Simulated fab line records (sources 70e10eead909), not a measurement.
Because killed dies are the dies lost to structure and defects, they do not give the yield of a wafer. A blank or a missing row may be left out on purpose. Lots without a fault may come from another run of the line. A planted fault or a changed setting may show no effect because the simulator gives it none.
Which of the tools did it?    flow nand harc    6 lots, 18 wafers sampled, at 2 steps of a route of 1159

WHAT EACH GAUGE READ, for each wafer
NHARC_A_M1_INSPECT_11.
lot   measured      on                 raw defect count
L498  day 17 22:07  defect inspect-01  26 26 27
L500  day 18 06:31  defect inspect-02  21 16 20
L512  day 21 10:38  defect inspect-02  10 11 15
L515  day 22 03:22  defect inspect-01  41 35 26
L517  day 22 21:58  defect inspect-01  20 15 14
L518  day 23 04:32  defect inspect-02  43 35 41

WHICH TOOL RAN EACH LOT (tool, then ch and the chambers of the sampled wafers, then the start)
lot   NHARC_A_M1_DEP_00
L498  pecvd-03 ch 0,1,2, day 17 21:17
L500  pecvd-04 ch 0,2, day 18 05:33
L512  pecvd-01 ch 1,2, day 21 09:50
L515  pecvd-04 ch 0,2, day 22 02:24
L517  pecvd-01 ch 0,1, day 22 20:53
L518  pecvd-04 ch 0,1,2, day 23 03:35
- NHARC_A_M1_DEP_00: deposits SiOC, target thk 182.5 nm.

THE ANSWER, worked out from the rows above alone
Rule: usual is defined by the lots themselves. Put in order of their means at a reading, lots are off if they are a third of the lots or fewer, leave a main group of 4 or more, and stand apart from it by a gap of 3 or more times the standard deviation of the main group's means; of several such gaps the widest counts. A main group is skipped when, at the precision printed for the reading in the tables above, its means are all equal. A lot without any number at a reading at which 4 lots or more have one is off too. Any other lot the step has rows for is counted as sound.
None of the lots is off at any reading shown; this tells nothing.

WHAT HAD BEEN PUT IN BY THE SIMULATOR
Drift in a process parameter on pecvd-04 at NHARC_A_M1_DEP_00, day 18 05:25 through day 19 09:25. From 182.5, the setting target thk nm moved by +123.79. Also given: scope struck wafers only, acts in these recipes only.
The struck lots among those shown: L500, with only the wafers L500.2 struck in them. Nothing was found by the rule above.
